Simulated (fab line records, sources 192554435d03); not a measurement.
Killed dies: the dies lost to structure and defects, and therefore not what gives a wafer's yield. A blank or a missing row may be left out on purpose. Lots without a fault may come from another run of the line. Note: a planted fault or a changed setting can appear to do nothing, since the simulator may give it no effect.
Which tool is to blame?	flow n5_finfet	10 lots, 30 wafers sampled, at 1 step of a route of 1938

WHAT THE GAUGES READ, wafer by wafer
N5_BEOL_M4_RC_MEAS_101.
lot	measured	on	DIBL_N (mV/V)
L607	day 8 04:23	prober-01	35.4 36.9 35.3
L614	day 9 22:11	prober-01	34.1 36.5 36.3
L616	day 10 02:59	prober-01	36.3 36.3 36.5
L618	day 11 02:14	prober-01	36.9 35.8 37.7
L619	day 11 03:49	prober-02	35.2 35.5 32.4
L620	day 11 12:02	prober-01	34.1 33.9 32.4
L625	day 12 20:40	prober-02	36.1 42.1 37.3
L626	day 13 02:40	prober-01	38.3 38.3 37.5
L627	day 13 04:31	prober-01	36.6 37.2 38.2
L629	day 13 20:48	prober-02	35.1 37.9 37.0

EACH LOT AND THE TOOL THAT RAN IT (in order: tool; ch and the chambers of the sampled wafers; start)
No process step before these readings appears in the record.

THE ANSWER, worked out from the rows above alone
Rule: usual is defined by the lots themselves. The widest of any qualifying gaps counts: lots, ordered by their means at a reading, are off when they make up no more than a third of the lots, leave a main group of 4 or more, and stand apart from it by 3 or more times the standard deviation of that group's means. A main group whose means are all the same, to the digits that the tables above print for the reading, isn't used. Also off: a lot with no number at a reading for which 4 or more lots have one. Any other lot the step has rows for is counted as sound.
No lot is off at any reading shown: from this, nothing can be told.

WHAT WAS PUT IN BY THE SIMULATOR
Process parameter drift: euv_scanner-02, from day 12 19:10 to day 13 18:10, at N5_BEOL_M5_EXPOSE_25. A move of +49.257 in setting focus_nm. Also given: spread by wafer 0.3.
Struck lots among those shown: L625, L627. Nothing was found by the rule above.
